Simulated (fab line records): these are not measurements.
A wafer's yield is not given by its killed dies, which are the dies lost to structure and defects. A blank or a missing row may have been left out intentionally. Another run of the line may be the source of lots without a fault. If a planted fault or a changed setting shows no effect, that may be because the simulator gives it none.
fab line records | flow n5-finfet
record: lots: 4 | wafers: 12 | last-day: 17
route steps=1938 shown BEOL_M2@857 BEOL_M4@1111 PASSIVATION@1936
lots with no fault: from the same line, run without faults
start-h: start of the lot's first displayed wafer, in hours after the record's first day | wait-h: hours from the lot's prior step to this one | " unchanged from the row above | L1.1+2: several wafers, shown together as one row | - either no value or no given start | * or withheld: withheld | < > ~ a bound
route shown NAME@n: names a module that has steps shown in the file, with the first one's number in the route | usual: average and standard deviation across the fault-free wafers | same: alike in all rows | chamber/n: place in a boat | sites: per-site readings | _std_site: how widely they spread, as a standard deviation | _edge_site: inner sites' mean taken away from outer sites' mean | radius-mm: how far each site lies from the wafer's centre | mask NAME#n: copy n | behind: the most recent tool/chamber to have shaped the wafer | hold: why the lot was held/for how many hours/how that ended | device: names the non-switching transistor (n, p or np) | end of line: tests of these same wafers at the route's end | step lacking rows: just its recipe | killed: the dies lost at the first sort to structure and to defects; this is not the yield of the wafer | map: shows each die of a wafer: x if killed, . if not, _ if none is there
set.NAME: the setting the step ran with; set.NAME@STEP: the setting that earlier step ran with | model.NAME: the simulator's own value behind a step, which no gauge read
a table for each step, a row for each wafer; lots at some steps of the route
services: from which hour (start-h, from the record's first day; less than 0 if before it) a tool's chamber was out of use, for how many hours, and why
== steps ==
step: N5_BEOL_M2_DESCUM_16
recipe: chemistry: O2 | time-s: 7 | source-power-w: 50 | bias-power-w: 20 | pressure-mtorr: 20 | rf-frequency-hz: 2.712e+07 | temp-c: 40 | resist: CAR-EUV | o2-flow-sccm: 225
step: N5_BEOL_M2_ETCH_74
recipe: chemistry: N2/H2 | target: underlayer | target-depth-a: 65 | mask-material: CAR-EUV | time-s: 5.2 | ion-energy-ev: 200 | pressure-mtorr: 30 | source-w: 840 | bias-w: 150 | n2-flow-sccm: 200 | h2-flow-sccm: 200 | ends: cleared
step: N5_BEOL_M2_ETCH_63
recipe: chemistry: CF4 | target: SiARC | target-depth-a: 156 | mask-material: CAR-EUV | time-s: 26 | ion-energy-ev: 80 | pressure-mtorr: 40 | source-w: 545 | bias-w: 36 | Ar_flow_sccm: 100 | cf4-flow-sccm: 100 | ends: cleared
step: N5_BEOL_M2_ETCH_64
recipe: chemistry: N2/H2 | target: SOC | target-depth-a: 750 | overetch-a: 225 | mask-material: SiARC | temp-c: 40 | time-s: 121.9 | ion-energy-ev: 200 | pressure-mtorr: 30 | source-w: 840 | bias-w: 150 | n2-flow-sccm: 200 | h2-flow-sccm: 200
step: N5_BEOL_M2_STRIP_65
recipe: chemistry: N2/H2 | temp-c: 40 | n2-flow-sccm: 200 | h2-flow-sccm: 200 | rf-frequency-hz: 6e+07
step: N5_BEOL_M2_STRIP_75
recipe: chemistry: N2/H2 | temp-c: 40 | n2-flow-sccm: 200 | h2-flow-sccm: 200 | rf-frequency-hz: 6e+07
step: N5_BEOL_M2_STRIP_66
recipe: chemistry: CF4 | resist: SiARC | power-w: 300 | bias-power-w: 75 | pressure-mtorr: 50 | cf4-flow-sccm: 150 | rf-frequency-hz: 6e+07
step: N5_BEOL_M2_HM_OPEN_17
recipe: chemistry: Cl2/BCl3 | target-depth-a: 200 | overetch-a: 60 | target: TiN | mask-material: SOC | ion-energy-ev: 150 | pressure-mtorr: 10 | icp-w: 1000 | bias-w: 126 | Cl2_flow_sccm: 53.25 | bcl3-flow-sccm: 21.75 | Ar_flow_sccm: 25
step: N5_BEOL_M2_STRIP_19
recipe: chemistry: O2 | power-w: 400 | temp-c: 40 | pressure-mtorr: 30 | rf-frequency-hz: 6e+07 | bias-power-w: 0 | overash-fraction: 0.2 | o2-flow-sccm: 225
step: N5_BEOL_M2_COAT_67
recipe: resist: SOC | temp-c: 250 | time-s: 60 | spin-rpm: 1500 | resist-thk-nm: 60
step: N5_BEOL_M2_COAT_68
recipe: resist: SiARC | temp-c: 220 | time-s: 60 | spin-rpm: 1500 | resist-thk-nm: 12
usual: chill-plate-temp-C: 22.99/0.11 | spin-speed-rpm: 1499.9/1
lot.wafer | tool           | chamber | start-h | wait-h | chill-plate-temp-C | spin-speed-rpm | model.SiARC_of_BEOL_M2_COAT_68.thk-nm
L281.3    | litho-track-03 | 0       | 180.93  | -      | 22.96              | 1499.6         | 12
L281.4    | "              | 0       | "       | "      | 22.71              | 1500.2         | 12
L281.5    | "              | 0       | "       | "      | 22.92              | 1498.6         | 12
L290.2    | litho-track-03 | 0       | 235.90  | -      | 23.06              | 1688.4         | 11.4
L290.3    | "              | 0       | "       | "      | 23.11              | 1688.6         | 11.4
L290.6    | "              | 0       | "       | "      | 23.21              | 1689.1         | 11.4
L291.1    | litho-track-03 | 0       | 240.10  | -      | 23.05              | 1688.1         | 11.4
L291.3    | "              | 0       | "       | "      | 23.02              | 1686.9         | 11.4
L291.5    | "              | 0       | "       | "      | 23.20              | 1688.2         | 11.4
L294.1    | litho-track-02 | 0       | 275.99  | -      | 23.23              | 1498.3         | 12
L294.2    | "              | 0       | "       | "      | 23.18              | 1497.1         | 12
L294.4    | "              | 0       | "       | "      | 23.24              | 1498.6         | 12
step: N5_BEOL_M2_COAT_76
recipe: resist: underlayer | temp-c: 205 | time-s: 60 | spin-rpm: 1500 | resist-thk-nm: 5
step: N5_BEOL_M2_COAT_22
recipe: resist: CAR-EUV | spin-rpm: 1500 | resist-thk-nm: 30
step: N5_BEOL_M2_EBR_24
recipe: solvent: PGMEA | ebr-width-mm: 1.5
step: N5_BEOL_M2_SOFTBAKE_23
recipe: temp-c: 110 | time-s: 60 | resist: CAR-EUV
step: N5_BEOL_M2_EXPOSE_25
recipe: mask-id: V1 | na: 0.33 | source-shape: quasar | sigma-inner: 0.2 | sigma-outer: 0.8 | polarization: unpolarized | defocus-nm: 5 | dose-mj: 63
step: N5_BEOL_M2_PEB_26
recipe: peb-temp-c: 100 | peb-time-s: 60 | resist: CAR-EUV
step: N5_BEOL_M2_DEVELOP_27
recipe: develop-time-s: 30 | developer: TMAH | resist: CAR-EUV | rinse-liquid: surfactant-rinse | dry: air-spin | dev-temp-c: 23
step: N5_BEOL_M2_DESCUM_33
recipe: chemistry: O2 | time-s: 7 | source-power-w: 50 | bias-power-w: 20 | pressure-mtorr: 20 | rf-frequency-hz: 2.712e+07 | temp-c: 40 | resist: CAR-EUV | o2-flow-sccm: 225
step: N5_BEOL_M2_ETCH_77
recipe: chemistry: N2/H2 | target: underlayer | target-depth-a: 65 | mask-material: CAR-EUV | time-s: 5.2 | ion-energy-ev: 200 | pressure-mtorr: 30 | source-w: 840 | bias-w: 150 | n2-flow-sccm: 200 | h2-flow-sccm: 200 | ends: cleared
step: N5_BEOL_M2_ETCH_69
recipe: chemistry: CF4 | target: SiARC | target-depth-a: 156 | mask-material: CAR-EUV | time-s: 26 | ion-energy-ev: 80 | pressure-mtorr: 40 | source-w: 545 | bias-w: 36 | Ar_flow_sccm: 100 | cf4-flow-sccm: 100 | ends: cleared
usual: drypump-motor-current-A: 6.0/0.41 | etch-rf-on-time-s: 26.2/0.52 | oes-product-au: 0.63/0.067 | rf-vpp-V: 183.9/1.2 | showerhead-plenum-p-Torr: 2.13/0.064 | throttle-valve-pct: 15.55/0.24
lot.wafer | tool        | chamber | start-h | wait-h | drypump-motor-current-A | etch-rf-on-time-s | oes-product-au | rf-hours-counter-h | rf-vpp-V | showerhead-plenum-p-Torr | throttle-valve-pct | model.etch.depth-nm | model.CAR-EUV_of_BEOL_M2_COAT_22.thk-nm
L281.3    | rie-diel-04 | 0       | 181.51  | 0.0    | 6.6                     | 27.2              | 0.59           | 205                | 184.3    | 2.21                     | 15.46              | 12.06               | 11.2
L281.4    | "           | 1       | "       | "      | 6.1                     | 25.6              | 0.60           | 231                | 184.7    | 2.19                     | 15.44              | 12.03               | 11
L281.5    | "           | 2       | "       | "      | 6.4                     | 26.1              | 0.60           | -                  | 184.7    | 2.11                     | 15.94              | 12.08               | 11
L290.2    | rie-diel-04 | 3       | 236.36  | 0.0    | 6.1                     | 24.8              | 0.66           | 142                | 182.0    | 2.06                     | 15.42              | 11.33               | 11.6
L290.3    | "           | 2       | "       | "      | 6.4                     | 24.1              | 0.59           | 236                | 183.6    | 2.11                     | 15.98              | 11.35               | 11.6
L290.6    | "           | 2       | "       | "      | 6.4                     | 24.3              | 0.59           | -                  | 183.1    | 2.11                     | 15.96              | 11.39               | 11.4
L291.1    | rie-diel-03 | 0       | 240.56  | 0.0    | 5.4                     | 25.1              | 0.59           | 213                | 184.8    | 2.13                     | 15.75              | 11.36               | 11.6
L291.3    | "           | 3       | "       | "      | 5.5                     | 24.4              | 0.72           | 65                 | 182.6    | 2.10                     | 15.67              | 11.33               | 11.8
L291.5    | "           | 2       | "       | "      | 5.9                     | 25.4              | 0.58           | -                  | 184.6    | 2.19                     | 16.15              | 11.34               | 11.6
L294.1    | rie-diel-04 | 0       | 276.78  | 0.0    | 6.6                     | 26.9              | 0.57           | 241                | 183.4    | 2.20                     | 15.52              | 12.05               | 11.2
L294.2    | "           | 1       | "       | "      | 6.1                     | 25.2              | 0.83           | 4                  | 184.5    | 2.18                     | 15.03              | 12.03               | 11
L294.4    | "           | 3       | "       | "      | 6.1                     | 26.4              | 0.65           | -                  | 182.9    | 2.06                     | 15.45              | 12.01               | 11.2
step: N5_BEOL_M2_ALD_98
recipe: material: SiO2 | target-thk-a: 25 | temp-c: 100 | ald-precursor-family: BDEAS | ald-co-reactant: O2-plasma | pulse-time-s: 1 | co-reactant-pulse-time-s: 1 | purge-time-s: 2 | co-reactant-purge-time-s: 2 | ald-cycles: 17 | pressure-torr: 2
step: N5_BEOL_M2_ETCHBACK_99
recipe: chemistry: CHF3 | target: SiO2 | target-depth-a: 50 | time-s: 10.4 | source-w: 215 | bias-w: 47 | Ar_flow_sccm: 200 | CHF3_flow_sccm: 12 | ion-energy-ev: 100 | pressure-mtorr: 30
usual: drypump-motor-current-A: 5.9/0.47 | oes_ar_750_au: 0.77/0.091 | oes-product-au: 0.77/0.098 | rf-vpp-V: 239/4.1 | showerhead-plenum-p-Torr: 2.15/0.063 | throttle-valve-pct: 17.04/0.27
lot.wafer | tool        | chamber | start-h | wait-h | drypump-motor-current-A | oes_ar_750_au | oes-product-au | rf-hours-counter-h | rf-vpp-V | showerhead-plenum-p-Torr | throttle-valve-pct | model.CAR-EUV_of_BEOL_M2_COAT_22.thk-nm
L281.3    | rie-diel-03 | 2       | 187.90  | 5.2    | 6.0                     | 0.71          | 0.71           | 227                | 242      | 2.22                     | 17.61              | 10.4
L281.4    | "           | 3       | "       | "      | 5.5                     | 0.87          | 0.89           | 45                 | 244      | 2.12                     | 17.08              | 10.4
L281.5    | "           | 0       | "       | "      | 5.3                     | 0.72          | 0.72           | -                  | 239      | 2.14                     | 17.16              | 10.4
L290.2    | rie-diel-03 | 2       | 237.70  | 0.6    | 6.0                     | 0.70          | 0.69           | 246                | 242      | 2.21                     | 17.65              | 10.8
L290.3    | "           | 1       | "       | "      | 6.6                     | 0.85          | 0.84           | 81                 | 237      | 2.10                     | 16.79              | 10.8
L290.6    | "           | 1       | "       | "      | 6.5                     | 0.85          | 0.84           | -                  | 239      | 2.10                     | 16.82              | 10.8
L291.1    | rie-diel-05 | 1       | 246.30  | 5.6    | 5.0                     | 0.71          | 0.69           | 219                | 233      | 2.13                     | 16.93              | 11
L291.3    | "           | 3       | "       | "      | 6.1                     | 0.69          | 0.68           | 254                | 232      | 2.20                     | 16.97              | 11
L291.5    | "           | 2       | "       | "      | 5.9                     | 0.97          | 0.98           | -                  | 241      | 2.28                     | 16.81              | 11
L294.1    | rie-diel-05 | 1       | 281.83  | 3.9    | 5.0                     | 0.69          | 0.68           | 232                | 232      | 2.12                     | 16.99              | 10.4
L294.2    | "           | 2       | "       | "      | 6.0                     | 0.93          | 0.93           | 23                 | 241      | 2.28                     | 16.83              | 10.2
L294.4    | "           | 2       | "       | "      | 6.0                     | 0.94          | 0.92           | -                  | 240      | 2.28                     | 16.83              | 10.4
step: N5_BEOL_M2_ETCH_70
recipe: chemistry: N2/H2 | target: SOC | target-depth-a: 800 | overetch-a: 240 | mask-material: SiARC | temp-c: 40 | time-s: 130 | ion-energy-ev: 200 | pressure-mtorr: 30 | source-w: 840 | bias-w: 150 | n2-flow-sccm: 200 | h2-flow-sccm: 200
usual: drypump-motor-current-A: 5.9/0.47 | oes-product-au: 0.57/0.065 | rf-vpp-V: 523.7/2.3 | showerhead-plenum-p-Torr: 2.54/0.076 | throttle-valve-pct: 17.79/0.27
lot.wafer | tool        | chamber | start-h | wait-h | drypump-motor-current-A | oes-product-au | rf-hours-counter-h | rf-vpp-V | showerhead-plenum-p-Torr | throttle-valve-pct | model.SiARC_of_BEOL_M2_COAT_68.thk-nm
L281.3    | rie-diel-03 | 2       | 187.94  | 0.0    | 6.0                     | 0.53           | 227                | 525.6    | 2.61                     | 18.41              | 6
L281.4    | "           | 3       | "       | "      | 5.5                     | 0.65           | 45                 | 522.9    | 2.49                     | 17.80              | 5.6
L281.5    | "           | 0       | "       | "      | 5.4                     | 0.53           | -                  | 522.7    | 2.51                     | 17.81              | 6
L290.2    | rie-diel-03 | 2       | 237.73  | 0.0    | 6.0                     | 0.51           | 246                | 526.1    | 2.61                     | 18.43              | 5.4
L290.3    | "           | 1       | "       | "      | 6.6                     | 0.61           | 81                 | 522.1    | 2.48                     | 17.55              | 5
L290.6    | "           | 1       | "       | "      | 6.6                     | 0.61           | -                  | 522.3    | 2.48                     | 17.55              | 5
L291.1    | rie-diel-05 | 1       | 246.34  | 0.0    | 5.0                     | 0.52           | 219                | 523.0    | 2.52                     | 17.73              | 5.6
L291.3    | "           | 3       | "       | "      | 6.2                     | 0.50           | 254                | 524.8    | 2.59                     | 17.59              | 5.6
L291.5    | "           | 2       | "       | "      | 6.0                     | 0.71           | -                  | 528.2    | 2.72                     | 17.74              | 5
L294.1    | rie-diel-05 | 1       | 281.87  | 0.0    | 5.0                     | 0.52           | 232                | 524.3    | 2.51                     | 17.76              | 6.4
L294.2    | "           | 2       | "       | "      | 6.0                     | 0.68           | 23                 | 528.1    | 2.71                     | 17.76              | 5.6
L294.4    | "           | 2       | "       | "      | 5.9                     | 0.68           | -                  | 527.7    | 2.71                     | 17.77              | 5.6
step: N5_BEOL_M2_STRIP_71
recipe: chemistry: N2/H2 | temp-c: 40 | n2-flow-sccm: 200 | h2-flow-sccm: 200 | rf-frequency-hz: 6e+07
step: N5_BEOL_M4_RC_MEAS_101
usual: DIBL_N: 36.6/1.7 | DIBL_P: 36.7/2 | IOFF_N: 0.16/0.033 | IOFF_P: 0.22/0.04 | ION_N: 673/12 | ION_P: 463/7.9 | SS_N: 71.7/0.58 | SS_P: 73.3/0.64 | VT_N: 249/3.3 | VT_P: -249/3.1
lot.wafer | tool      | chamber | start-h | wait-h | DIBL_N[mV/V] | DIBL_P[mV/V] | IOFF_N[nA/um] | IOFF_P[nA/um] | ION_N[uA/um] | ION_P[uA/um] | SS_N[mV/dec] | SS_P[mV/dec] | VT_N[mV] | VT_P[mV]
L281.3    | prober-02 | 0       | 212.37  | 0.3    | 34.0         | 33.0         | 0.11          | 0.14          | 641          | 437          | 70.4         | 72.8         | 254      | -259
L281.4    | "         | 0       | "       | "      | 36.7         | 36.2         | 0.16          | 0.18          | 681          | 458          | 71.6         | 73.5         | 251      | -255
L281.5    | "         | 0       | "       | "      | 35.9         | 34.8         | 0.14          | 0.16          | 672          | 453          | 71.0         | 72.5         | 254      | -253
L290.2    | prober-02 | 0       | 279.39  | 0.2    | 39.2         | 40.0         | 0.22          | 0.30          | 682          | 471          | 72.0         | 73.8         | 243      | -247
L290.3    | "         | 0       | "       | "      | 37.0         | 37.4         | 0.18          | 0.24          | 672          | 460          | 72.1         | 73.4         | 249      | -247
L290.6    | "         | 0       | "       | "      | 37.1         | 36.5         | 0.17          | 0.24          | 679          | 464          | 71.9         | 73.1         | 246      | -247
L291.1    | prober-02 | 0       | 282.18  | 0.0    | 37.1         | 38.5         | 0.17          | 0.23          | 686          | 469          | 71.4         | 73.2         | 249      | -250
L291.3    | "         | 0       | "       | "      | 37.4         | 38.7         | 0.18          | 0.23          | 667          | 459          | 72.0         | 73.9         | 249      | -251
L291.5    | "         | 0       | "       | "      | 35.3         | 36.8         | 0.14          | 0.20          | 675          | 461          | 70.4         | 72.9         | 252      | -249
L294.1    | prober-02 | 0       | 311.65  | 0.0    | 39.1         | 38.5         | 0.20          | 0.29          | 677          | 474          | 72.7         | 73.8         | 249      | -244
L294.2    | "         | 0       | "       | "      | 36.7         | 36.4         | 0.16          | 0.26          | 685          | 479          | 71.5         | 73.4         | 248      | -242
L294.4    | "         | 0       | "       | "      | 36.7         | 35.6         | 0.16          | 0.25          | 680          | 469          | 71.8         | 73.6         | 248      | -247
step: N5_PASSIVATION_PROBE_49
usual: defect-limited-yield: 91.1/1.4 | killed_at_M0_to_M3: 34/11 | killed_at_M4_up: 14/5.7 | killed-at-contacts: 14/6.9 | killed-at-front-end: 40/11 | killed-at-other: 4/3.1 | killed-dies: 105/17 | killed-open: 70/13 | killed-short: 34/7.6 | sort_bin_5_function: 5.3/0.95 | sort_bin_6_memory: 3.3/0.64 | sort_bin_8_speed: 0.00/0.029 | sort-n-pass: 1075/17 | sort-yield-pct: 91.1/1.4
same: gross-dies: 1180 | killed-at-back-side: 0 | sort_bin_4_leakage[%]: 0
lot.wafer | tool      | chamber | start-h | wait-h | defect-limited-yield[%] | killed_at_M0_to_M3 | killed_at_M4_up | killed-at-contacts | killed-at-front-end | killed-at-other | killed-dies | killed-open | killed-short | sort_bin_5_function[%] | sort_bin_6_memory[%] | sort_bin_8_speed[%] | sort-n-pass | sort-yield-pct[%]
L290.6    | prober-01 | -       | 381.81  | 0.3    | 90.4                    | 38                 | 7               | 22                 | 38                  | 8               | 113         | 69          | 41           | 5.3                    | 4.2                  | 0                   | 1067        | 90.4
killed by level:class
L290.6 MOL_CONTACT_COAG:geometric-particle:open=18 FIN_SAQP:geometric-particle:short=11 BEOL_M0_SAQP:geometric-particle:short=11 BEOL_M0_SAQP:geometric-particle:open=9 STI_FIN_REVEAL:geometric-particle:open=6 FIN_SAQP:geometric-particle:open=5 DUMMY_GATE:geometric-particle:open=5 BEOL_M3:geometric-particle:open=5
== services ==
tool        | chamber | start-h | hours | kind
rie-diel-05 | -       | 172.74  | 15.6  | pm
rie-diel-05 | 2       | 209.68  | -     | clean
rie-diel-05 | 2       | 209.68  | -     | consumable-replace:focus-ring
rie-diel-05 | 2       | 209.68  | -     | consumable-replace:showerhead
rie-diel-05 | 2       | 209.68  | 16.3  | scheduled-down
rie-diel-05 | 2       | 209.68  | 16.3  | vent-cycle
rie-diel-04 | -       | 223.43  | 2.3   | repair
rie-diel-05 | 0       | 226.02  | -     | clean
rie-diel-05 | 0       | 226.02  | -     | consumable-replace:focus-ring
rie-diel-05 | 0       | 226.02  | -     | consumable-replace:showerhead
rie-diel-05 | 0       | 226.02  | 38.8  | scheduled-down
rie-diel-05 | 0       | 226.02  | 38.8  | vent-cycle
rie-diel-04 | 1       | 231.41  | -     | clean
rie-diel-04 | 1       | 231.41  | -     | consumable-replace:focus-ring
rie-diel-03 | 1       | 242.80  | 8.4   | repair
rie-diel-03 | 2       | 252.65  | -     | clean
rie-diel-03 | 2       | 252.65  | -     | consumable-replace:focus-ring
rie-diel-03 | 2       | 252.65  | 16.5  | scheduled-down
rie-diel-03 | 2       | 252.65  | 16.5  | vent-cycle
rie-diel-04 | 3       | 254.77  | 12.9  | repair
rie-diel-05 | 3       | 274.99  | -     | clean
rie-diel-05 | 3       | 274.99  | -     | consumable-replace:focus-ring
rie-diel-05 | 3       | 274.99  | 26.2  | scheduled-down
rie-diel-05 | 3       | 274.99  | 26.2  | vent-cycle
== key ==
first-sign: step: N5_BEOL_M2_COAT_68 | reading: spin-speed-rpm | direction: up | sigmas: 99+ | usual: * | struck: *
effect: step: N5_BEOL_M2_ETCH_69 | reading: etch-rf-on-time-s | direction: down | sigmas: 2.9 | usual: * | struck: *
model-effect: step: N5_BEOL_M2_COAT_68 | value: SiARC_of_BEOL_M2_COAT_68.thk-nm | without: 12 | struck: 11.4
model-effect: step: N5_BEOL_M2_ETCH_69 | value: etch.depth-nm | without: 12.04 | struck: 11.35
model-effect: step: N5_BEOL_M2_ETCHBACK_99 | value: CAR-EUV_of_BEOL_M2_COAT_22.thk-nm | without: 10.37 | struck: 10.9
model-effect: step: N5_BEOL_M2_ETCH_70 | value: SiARC_of_BEOL_M2_COAT_68.thk-nm | without: 5.967 | struck: 5.267
met-at N5_BEOL_M2_COAT_68
struck-wafers L290.2,L290.3,L290.6,L291.1,L291.3,L291.5
onset-between 180.93 235.90
fault: kind: process-parameter-drift | tool: litho-track-03 | chamber: - | onset-h: 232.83 | steps: N5_BEOL_M2_COAT_68 | channel: spin-rpm | offset: * | shape: step | end-h: 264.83 | acts-in: * | stated: *
